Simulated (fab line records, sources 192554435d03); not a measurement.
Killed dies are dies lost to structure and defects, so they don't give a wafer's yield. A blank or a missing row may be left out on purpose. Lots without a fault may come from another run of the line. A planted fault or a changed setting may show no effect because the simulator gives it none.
Which tool did it? | flow n5_finfet | 24 lots, 72 wafers sampled, at 6 steps of a route of 1938

WHAT THE GAUGES READ, wafer by wafer
N5_BEOL_M0_SAQP_THK_MEAS_05. Usual: thk_nm 59.8 nm, standard deviation 0.79.
lot  | measured     | on            | thk_nm (nm)    | flag
L074 | day 5 12:39  | film_metro-02 | 59.5 60.6 60.4 |
L075 | day 5 17:37  | film_metro-01 | 59.1 58.9 59.5 |
L076 | day 5 23:37  | film_metro-02 | 57.8 58.6 59.1 |
L077 | day 6 07:19  | film_metro-01 | 59.7 59.0 59.2 |
L078 | day 6 10:50  | film_metro-02 | 59.5 60.3 61.8 |
L079 | day 6 18:51  | film_metro-02 | 59.5 58.5 59.6 |
L080 | day 7 03:43  | film_metro-02 | 59.1 59.3 60.5 |
L081 | day 7 07:57  | film_metro-02 | 60.8 60.6 60.8 |
L082 | day 7 10:07  | film_metro-01 | 60.5 61.1 60.9 |
L083 | day 7 15:31  | film_metro-02 | 58.7 59.7 60.2 |
L084 | day 8 01:13  | film_metro-02 | 58.7 59.9 60.0 |
L085 | day 8 04:34  | film_metro-02 | 59.7 60.3 61.5 |
L086 | day 8 14:11  | film_metro-02 | 59.0 60.4 61.2 |
L087 | day 8 17:38  | film_metro-01 | 59.5 60.3 60.7 |
L088 | day 8 22:40  | film_metro-01 | 59.2 58.3 60.0 |
L089 | day 9 08:17  | film_metro-01 | 58.8 58.9 60.7 |
L090 | day 9 11:17  | film_metro-01 | 59.0 60.3 59.7 |
L091 | day 9 20:20  | film_metro-02 | 59.5 61.3 60.7 |
L092 | day 10 00:35 | film_metro-02 | 60.5 58.8 60.4 |
L093 | day 10 05:23 | film_metro-01 | 58.8 60.2 60.2 |
L094 | day 10 09:19 | film_metro-01 | 59.3 60.3 60.4 |
L095 | day 10 13:25 | film_metro-02 | 58.6 60.6 60.2 |
L096 | day 11 00:48 | film_metro-02 | 59.6 60.7 59.8 |
L097 | day 11 10:01 | film_metro-02 | 60.2 62.1 59.8 |

WHICH TOOL RAN EACH LOT (tool, then ch and the chambers of the sampled wafers, then the start)
lot  | N5_MOL_CONTACT_COAG_ETCH_106       | N5_MOL_CONTACT_COAG_TI_SIL_19 | N5_MOL_CONTACT_COAG_ETCH_91        | N5_MOL_CONTACT_COAG_ETCHBACK_135   | N5_MOL_CONTACT_COAG_CVD_140
L074 | rie_diel-05 ch 0,3, day 4 19:37    | pvd_sputter-02, day 4 20:44   | rie_diel-02 ch 0,3, day 5 05:28    | rie_diel-02 ch 0,3, day 5 05:34    | cvd_w-01 ch 0,1, day 5 07:31
L075 | rie_diel-01 ch 0,2,3, day 4 21:35  | pvd_sputter-01, day 5 00:25   | rie_diel-02 ch 0,3, day 5 07:34    | rie_diel-02 ch 0,3, day 5 07:40    | cvd_w-02 ch 0,1, day 5 09:45
L076 | rie_diel-05 ch 0,2,3, day 5 05:19  | pvd_sputter-01, day 5 06:05   | rie_diel-02 ch 2,3, day 5 16:52    | rie_diel-02 ch 2,3, day 5 16:57    | cvd_w-02 ch 0,1, day 5 18:59
L077 | rie_diel-01 ch 1,2,3, day 5 10:41  | pvd_sputter-03, day 5 11:28   | rie_diel-05 ch 1,3, day 5 21:23    | rie_diel-05 ch 1,3, day 5 21:29    | cvd_w-02 ch 0,1, day 6 00:02
L078 | rie_diel-02 ch 0,3, day 5 14:51    | pvd_sputter-02, day 5 16:52   | rie_diel-05 ch 0,2, day 6 02:50    | rie_diel-05 ch 0,2, day 6 02:56    | cvd_w-02 ch 0,1, day 6 04:41
L079 | rie_diel-05 ch 0,1,2, day 5 23:07  | pvd_sputter-03, day 6 01:34   | rie_diel-05 ch 1,2,3, day 6 11:34  | rie_diel-05 ch 1,2,3, day 6 11:39  | cvd_w-02 ch 0,1, day 6 13:50
L080 | rie_diel-01 ch 0,2,3, day 6 07:44  | pvd_sputter-01, day 6 08:44   | rie_diel-02 ch 0,1,2, day 6 21:00  | rie_diel-02 ch 0,1,2, day 6 21:05  | cvd_w-01 ch 0,1, day 6 23:03
L081 | rie_diel-02 ch 2,3, day 6 10:50    | pvd_sputter-03, day 6 11:41   | rie_diel-02 ch 1,2,3, day 6 23:13  | rie_diel-02 ch 1,2,3, day 6 23:19  | cvd_w-02 ch 0,1, day 7 01:36
L082 | rie_diel-01 ch 2,3, day 6 15:58    | pvd_sputter-03, day 6 16:47   | rie_diel-02 ch 0,2,3, day 7 01:06  | rie_diel-02 ch 0,2,3, day 7 01:11  | cvd_w-01 ch 0,1, day 7 03:17
L083 | rie_diel-05 ch 0,2,3, day 6 23:07  | pvd_sputter-01, day 6 23:53   | rie_diel-02 ch 0,1,2, day 7 09:11  | rie_diel-02 ch 0,1,2, day 7 09:16  | cvd_w-01 ch 0,1, day 7 11:02
L084 | rie_diel-01 ch 1,2, day 7 06:00    | pvd_sputter-01, day 7 07:30   | rie_diel-01 ch 0,2, day 7 16:02    | rie_diel-01 ch 0,2, day 7 16:07    | cvd_w-01 ch 1, day 7 18:11
L085 | rie_diel-01 ch 0,2,3, day 7 12:04  | pvd_sputter-01, day 7 12:50   | rie_diel-01 ch 0,1,2, day 7 21:08  | rie_diel-01 ch 0,1,2, day 7 21:14  | cvd_w-01 ch 0,1, day 7 23:07
L086 | rie_diel-01 ch 1,2, day 7 18:26    | pvd_sputter-03, day 7 19:13   | rie_diel-02 ch 0,2,3, day 8 06:53  | rie_diel-02 ch 0,2,3, day 8 06:59  | cvd_w-02 ch 0,1, day 8 09:19
L087 | rie_diel-05 ch 2,3, day 7 23:56    | pvd_sputter-03, day 8 00:49   | rie_diel-02 ch 2,3, day 8 09:01    | rie_diel-02 ch 2,3, day 8 09:07    | cvd_w-01 ch 0,1, day 8 11:10
L088 | rie_diel-02 ch 0,1,3, day 8 05:19  | pvd_sputter-01, day 8 06:54   | rie_diel-02 ch 1,3, day 8 15:28    | rie_diel-02 ch 1,3, day 8 15:34    | cvd_w-01 ch 0, day 8 17:40
L089 | rie_diel-02 ch 0,1, day 8 11:47    | pvd_sputter-01, day 8 13:26   | rie_diel-02 ch 0,1,2, day 9 01:19  | rie_diel-02 ch 0,1,2, day 9 01:24  | cvd_w-01 ch 0,1, day 9 03:20
L090 | rie_diel-05 ch 0,3, day 8 15:43    | pvd_sputter-03, day 8 17:04   | rie_diel-01 ch 2,3, day 9 04:27    | rie_diel-01 ch 2,3, day 9 04:32    | cvd_w-01 ch 0,1, day 9 06:22
L091 | rie_diel-05 ch 0,2,3, day 9 01:28  | pvd_sputter-02, day 9 02:44   | rie_diel-05 ch 1,3, day 9 13:11    | rie_diel-05 ch 1,3, day 9 13:17    | cvd_w-01 ch 0,1, day 9 15:19
L092 | rie_diel-05 ch 0,2,3, day 9 04:37  | pvd_sputter-02, day 9 07:13   | rie_diel-02 ch 0,1,2, day 9 15:20  | rie_diel-02 ch 0,1,2, day 9 15:25  | cvd_w-02 ch 0,1, day 9 17:17
L093 | rie_diel-02 ch 1,2,3, day 9 12:13  | pvd_sputter-01, day 9 12:59   | rie_diel-02 ch 0,1,3, day 9 21:27  | rie_diel-02 ch 0,1,3, day 9 21:32  | cvd_w-02 ch 0,1, day 10 00:07
L094 | rie_diel-02 ch 2,3, day 9 16:17    | pvd_sputter-02, day 9 17:20   | rie_diel-01 ch 0,1,2, day 10 02:42 | rie_diel-01 ch 0,1,2, day 10 02:47 | cvd_w-02 ch 0,1, day 10 04:37
L095 | rie_diel-05 ch 1,2,3, day 9 18:53  | pvd_sputter-03, day 9 19:48   | rie_diel-02 ch 0,1,2, day 10 04:48 | rie_diel-02 ch 0,1,2, day 10 04:53 | cvd_w-01 ch 0,1, day 10 07:04
L096 | rie_diel-01 ch 0,1,2, day 10 06:49 | pvd_sputter-03, day 10 08:25  | rie_diel-01 ch 1,2, day 10 18:22   | rie_diel-01 ch 1,2, day 10 18:27   | cvd_w-02 ch 0,1, day 10 20:15
L097 | rie_diel-05 ch 0,1,2, day 10 11:48 | pvd_sputter-01, day 10 12:34  | rie_diel-05 ch 0,1,2, day 10 23:25 | rie_diel-05 ch 0,1,2, day 10 23:29 | cvd_w-01 ch 0,1, day 11 02:32
- N5_MOL_CONTACT_COAG_ETCH_106: etches SOC in N2/H2, target depth 80 nm, overetch 16 nm, time 120 s.
- N5_MOL_CONTACT_COAG_TI_SIL_19: material Ti, target thk 4.2 nm, time 15 s.
- N5_MOL_CONTACT_COAG_ETCH_91: etches SOC in N2/H2, target depth 60 nm, overetch 21 nm, time 101.2 s.
- N5_MOL_CONTACT_COAG_ETCHBACK_135: etches SiO2 in CHF3, target depth 25 nm, time 16.7 s.
- N5_MOL_CONTACT_COAG_CVD_140: deposits W, target thk 66.5 nm, time 215 s.

WHAT THE TOOLS THEMSELVES READ (means of the sampled wafers that have a number; where no wafer has one, the mark that the record gives instead)
N5_MOL_CONTACT_COAG_ETCH_106. Usual: drypump_motor_current_A 5.9 A, standard deviation 0.56; oes_product_au 0.69 a.u., standard deviation 0.074; rf_vpp_V 524.4 V, standard deviation 2.8; showerhead_plenum_p_Torr 2.56 Torr, standard deviation 0.097; throttle_valve_pct 17.78 %, standard deviation 0.22.
lot  | tool        | drypump_motor_current_A (A) | oes_product_au (a.u.) | rf_vpp_V (V) | showerhead_plenum_p_Torr (Torr) | throttle_valve_pct (%) | flag
L074 | rie_diel-05 | 5.8                         | 0.63                  | 524.1        | 2.54                            | 17.92                  |
L075 | rie_diel-01 | 5.6                         | 0.71                  | 521.9        | 2.49                            | 17.68                  |
L076 | rie_diel-05 | 5.8                         | 0.64                  | 523.8        | 2.55                            | 17.94                  |
L077 | rie_diel-01 | 5.4                         | 0.73                  | 522.9        | 2.54                            | 17.73                  |
L078 | rie_diel-02 | 6.1                         | 0.79                  | 527.9        | 2.68                            | 17.59                  |
L079 | rie_diel-05 | 5.9                         | 0.64                  | 525.8        | 2.59                            | 17.86                  |
L080 | rie_diel-01 | 5.6                         | 0.71                  | 522.2        | 2.49                            | 17.69                  |
L081 | rie_diel-02 | 5.8                         | 0.77                  | 526.7        | 2.63                            | 17.87                  |
L082 | rie_diel-01 | 5.0                         | 0.73                  | 522.0        | 2.47                            | 17.61                  |
L083 | rie_diel-05 | 5.8                         | 0.63                  | 524.8        | 2.55                            | 17.96                  |
L084 | rie_diel-01 | 5.3                         | 0.68                  | 522.6        | 2.52                            | 17.90                  |
L085 | rie_diel-01 | 5.6                         | 0.69                  | 522.6        | 2.48                            | 17.72                  |
L086 | rie_diel-01 | 5.3                         | 0.67                  | 521.8        | 2.51                            | 17.91                  |
L087 | rie_diel-05 | 5.8                         | 0.64                  | 524.9        | 2.55                            | 18.00                  |
L088 | rie_diel-02 | 6.2                         | 0.76                  | 527.8        | 2.67                            | 17.55                  |
L089 | rie_diel-02 | 6.4                         | 0.76                  | 527.6        | 2.68                            | 17.49                  |
L090 | rie_diel-05 | 5.8                         | 0.62                  | 524.4        | 2.53                            | 17.98                  |
L091 | rie_diel-05 | 5.8                         | 0.63                  | 523.0        | 2.54                            | 18.00                  |
L092 | rie_diel-05 | 5.8                         | 0.62                  | 523.7        | 2.54                            | 17.99                  |
L093 | rie_diel-02 | 6.1                         | 0.78                  | 527.0        | 2.66                            | 17.73                  |
L094 | rie_diel-02 | 5.8                         | 0.74                  | 525.5        | 2.62                            | 17.92                  |
L095 | rie_diel-05 | 6.1                         | 0.63                  | 523.2        | 2.52                            | 17.83                  |
L096 | rie_diel-01 | 6.0                         | 0.67                  | 523.7        | 2.54                            | 17.90                  |
L097 | rie_diel-05 | 5.9                         | 0.72                  | 525.0        | 2.58                            | 17.78                  |

N5_MOL_CONTACT_COAG_TI_SIL_19. Usual: substrate_temp_c 199.97 C, standard deviation 0.15; throttle_valve_pct 30.2 %, standard deviation 0.96.
lot  | tool           | substrate_temp_c (C) | throttle_valve_pct (%) | flag
L074 | pvd_sputter-02 | 199.99               | 28.6                   |
L075 | pvd_sputter-01 | 199.87               | 30.5                   |
L076 | pvd_sputter-01 | 199.94               | 30.0                   |
L077 | pvd_sputter-03 | 199.93               | 30.2                   |
L078 | pvd_sputter-02 | 199.92               | 30.8                   |
L079 | pvd_sputter-03 | 199.90               | 29.9                   |
L080 | pvd_sputter-01 | 200.02               | 30.5                   |
L081 | pvd_sputter-03 | 200.11               | 29.9                   |
L082 | pvd_sputter-03 | 199.94               | 29.7                   |
L083 | pvd_sputter-01 | 200.15               | 30.3                   |
L084 | pvd_sputter-01 | 200.00               | 30.6                   |
L085 | pvd_sputter-01 | 199.93               | 30.5                   |
L086 | pvd_sputter-03 | 200.11               | 29.3                   |
L087 | pvd_sputter-03 | 200.00               | 30.6                   |
L088 | pvd_sputter-01 | 200.11               | 30.4                   |
L089 | pvd_sputter-01 | 199.92               | 30.2                   |
L090 | pvd_sputter-03 | 199.93               | 30.2                   |
L091 | pvd_sputter-02 | 200.10               | 29.9                   |
L092 | pvd_sputter-02 | 200.00               | 29.7                   |
L093 | pvd_sputter-01 | 199.89               | 30.4                   |
L094 | pvd_sputter-02 | 199.99               | 29.3                   |
L095 | pvd_sputter-03 | 199.83               | 29.8                   |
L096 | pvd_sputter-03 | 199.96               | 30.9                   |
L097 | pvd_sputter-01 | 199.95               | 30.3                   |

N5_MOL_CONTACT_COAG_ETCH_91. Usual: drypump_motor_current_A 6.0 A, standard deviation 0.49; oes_product_au 0.67 a.u., standard deviation 0.075; rf_vpp_V 525.4 V, standard deviation 2.7; showerhead_plenum_p_Torr 2.60 Torr, standard deviation 0.089; throttle_valve_pct 17.73 %, standard deviation 0.22.
lot  | tool        | drypump_motor_current_A (A) | oes_product_au (a.u.) | rf_vpp_V (V) | showerhead_plenum_p_Torr (Torr) | throttle_valve_pct (%) | flag
L074 | rie_diel-02 | 6.2                         | 0.68                  | 526.4        | 2.65                            | 17.53                  |
L075 | rie_diel-02 | 6.1                         | 0.68                  | 527.7        | 2.65                            | 17.54                  |
L076 | rie_diel-02 | 5.9                         | 0.76                  | 526.9        | 2.66                            | 17.74                  |
L077 | rie_diel-05 | 6.3                         | 0.61                  | 520.7        | 2.45                            | 17.69                  |
L078 | rie_diel-05 | 5.6                         | 0.60                  | 527.2        | 2.63                            | 18.03                  |
L079 | rie_diel-05 | 6.1                         | 0.61                  | 522.7        | 2.53                            | 17.77                  |
L080 | rie_diel-02 | 6.2                         | 0.69                  | 526.2        | 2.64                            | 17.62                  |
L081 | rie_diel-02 | 6.0                         | 0.75                  | 527.2        | 2.67                            | 17.68                  |
L082 | rie_diel-02 | 6.0                         | 0.69                  | 525.7        | 2.64                            | 17.71                  |
L083 | rie_diel-02 | 6.2                         | 0.69                  | 526.4        | 2.64                            | 17.63                  |
L084 | rie_diel-01 | 6.2                         | 0.62                  | 523.0        | 2.50                            | 17.81                  |
L085 | rie_diel-01 | 5.9                         | 0.63                  | 523.5        | 2.55                            | 17.86                  |
L086 | rie_diel-02 | 5.9                         | 0.68                  | 525.7        | 2.63                            | 17.73                  |
L087 | rie_diel-02 | 5.9                         | 0.73                  | 526.7        | 2.65                            | 17.79                  |
L088 | rie_diel-02 | 6.2                         | 0.76                  | 528.6        | 2.70                            | 17.62                  |
L089 | rie_diel-02 | 6.2                         | 0.68                  | 526.4        | 2.64                            | 17.67                  |
L090 | rie_diel-01 | 5.0                         | 0.67                  | 521.7        | 2.46                            | 17.64                  |
L091 | rie_diel-05 | 6.3                         | 0.58                  | 521.2        | 2.44                            | 17.73                  |
L092 | rie_diel-02 | 6.1                         | 0.67                  | 525.9        | 2.63                            | 17.67                  |
L093 | rie_diel-02 | 6.3                         | 0.69                  | 527.0        | 2.67                            | 17.57                  |
L094 | rie_diel-01 | 5.9                         | 0.63                  | 523.7        | 2.54                            | 17.89                  |
L095 | rie_diel-02 | 6.2                         | 0.66                  | 525.9        | 2.63                            | 17.67                  |
L096 | rie_diel-01 | 5.3                         | 0.62                  | 523.2        | 2.50                            | 17.95                  |
L097 | rie_diel-05 | 5.9                         | 0.66                  | 525.1        | 2.58                            | 17.79                  |

N5_MOL_CONTACT_COAG_ETCHBACK_135. Usual: drypump_motor_current_A 6.0 A, standard deviation 0.48; oes_ar_750_au 0.80 a.u., standard deviation 0.092; oes_product_au 0.80 a.u., standard deviation 0.093; rf_vpp_V 526 V, standard deviation 8.7; showerhead_plenum_p_Torr 2.43 Torr, standard deviation 0.084; throttle_valve_pct 18.62 %, standard deviation 0.21.
lot  | tool        | drypump_motor_current_A (A) | oes_ar_750_au (a.u.) | oes_product_au (a.u.) | rf_vpp_V (V) | showerhead_plenum_p_Torr (Torr) | throttle_valve_pct (%) | flag
L074 | rie_diel-02 | 6.2                         | 0.81                 | 0.80                  | 529          | 2.49                            | 18.52                  |
L075 | rie_diel-02 | 6.1                         | 0.81                 | 0.80                  | 528          | 2.49                            | 18.51                  |
L076 | rie_diel-02 | 5.9                         | 0.92                 | 0.93                  | 521          | 2.49                            | 18.69                  |
L077 | rie_diel-05 | 6.3                         | 0.72                 | 0.73                  | 516          | 2.30                            | 18.55                  |
L078 | rie_diel-05 | 5.6                         | 0.72                 | 0.71                  | 526          | 2.47                            | 18.99                  |
L079 | rie_diel-05 | 6.1                         | 0.73                 | 0.72                  | 520          | 2.37                            | 18.66                  |
L080 | rie_diel-02 | 6.2                         | 0.83                 | 0.84                  | 532          | 2.46                            | 18.43                  |
L081 | rie_diel-02 | 6.1                         | 0.90                 | 0.90                  | 525          | 2.48                            | 18.54                  |
L082 | rie_diel-02 | 6.0                         | 0.83                 | 0.83                  | 527          | 2.46                            | 18.61                  |
L083 | rie_diel-02 | 6.1                         | 0.83                 | 0.83                  | 532          | 2.46                            | 18.44                  |
L084 | rie_diel-01 | 6.2                         | 0.73                 | 0.73                  | 528          | 2.35                            | 18.81                  |
L085 | rie_diel-01 | 6.0                         | 0.76                 | 0.77                  | 527          | 2.39                            | 18.76                  |
L086 | rie_diel-02 | 6.0                         | 0.81                 | 0.80                  | 527          | 2.46                            | 18.61                  |
L087 | rie_diel-02 | 5.9                         | 0.88                 | 0.87                  | 521          | 2.49                            | 18.73                  |
L088 | rie_diel-02 | 6.2                         | 0.91                 | 0.91                  | 522          | 2.53                            | 18.63                  |
L089 | rie_diel-02 | 6.1                         | 0.80                 | 0.80                  | 533          | 2.45                            | 18.47                  |
L090 | rie_diel-01 | 5.0                         | 0.80                 | 0.80                  | 515          | 2.32                            | 18.59                  |
L091 | rie_diel-05 | 6.3                         | 0.70                 | 0.72                  | 516          | 2.29                            | 18.61                  |
L092 | rie_diel-02 | 6.1                         | 0.80                 | 0.80                  | 532          | 2.45                            | 18.47                  |
L093 | rie_diel-02 | 6.2                         | 0.83                 | 0.84                  | 527          | 2.50                            | 18.53                  |
L094 | rie_diel-01 | 5.9                         | 0.74                 | 0.74                  | 528          | 2.38                            | 18.79                  |
L095 | rie_diel-02 | 6.1                         | 0.79                 | 0.80                  | 532          | 2.45                            | 18.48                  |
L096 | rie_diel-01 | 5.3                         | 0.73                 | 0.74                  | 523          | 2.34                            | 18.74                  |
L097 | rie_diel-05 | 5.9                         | 0.79                 | 0.80                  | 528          | 2.42                            | 18.72                  |

N5_MOL_CONTACT_COAG_CVD_140. Usual: heater_power_w 475 W, standard deviation 55.
lot  | tool     | heater_power_w (W) | flag
L074 | cvd_w-01 | 433                |
L075 | cvd_w-02 | 488                |
L076 | cvd_w-02 | 491                |
L077 | cvd_w-02 | 528                |
L078 | cvd_w-02 | 532                |
L079 | cvd_w-02 | 483                |
L080 | cvd_w-01 | 456                |
L081 | cvd_w-02 | 494                |
L082 | cvd_w-01 | 457                |
L083 | cvd_w-01 | 453                |
L084 | cvd_w-01 | 415                |
L085 | cvd_w-01 | 462                |
L086 | cvd_w-02 | 484                |
L087 | cvd_w-01 | 434                |
L088 | cvd_w-01 | 482                |
L089 | cvd_w-01 | 459                |
L090 | cvd_w-01 | 441                |
L091 | cvd_w-01 | 432                |
L092 | cvd_w-02 | 495                |
L093 | cvd_w-02 | 491                |
L094 | cvd_w-02 | 528                |
L095 | cvd_w-01 | 437                |
L096 | cvd_w-02 | 488                |
L097 | cvd_w-01 | 436                |

THE ANSWER, worked out from the rows above alone
Rule: a lot is off if the mean of its wafers that have a number lies more than 3 standard deviations from the usual mean. A lot without any number at a reading at which 4 lots or more have one is off too. The other lots that the step has rows for count as sound. The gauges are gone through in route order, then the tools' own readings, and for those a lot's mean is taken as printed above. The first step at which some lot is off is used, and at that step the reading that is off furthest; a lot without a number counts as furthest.
No lot is off at any reading shown: from this, nothing can be told.

WHAT THE SIMULATOR HAD PUT IN
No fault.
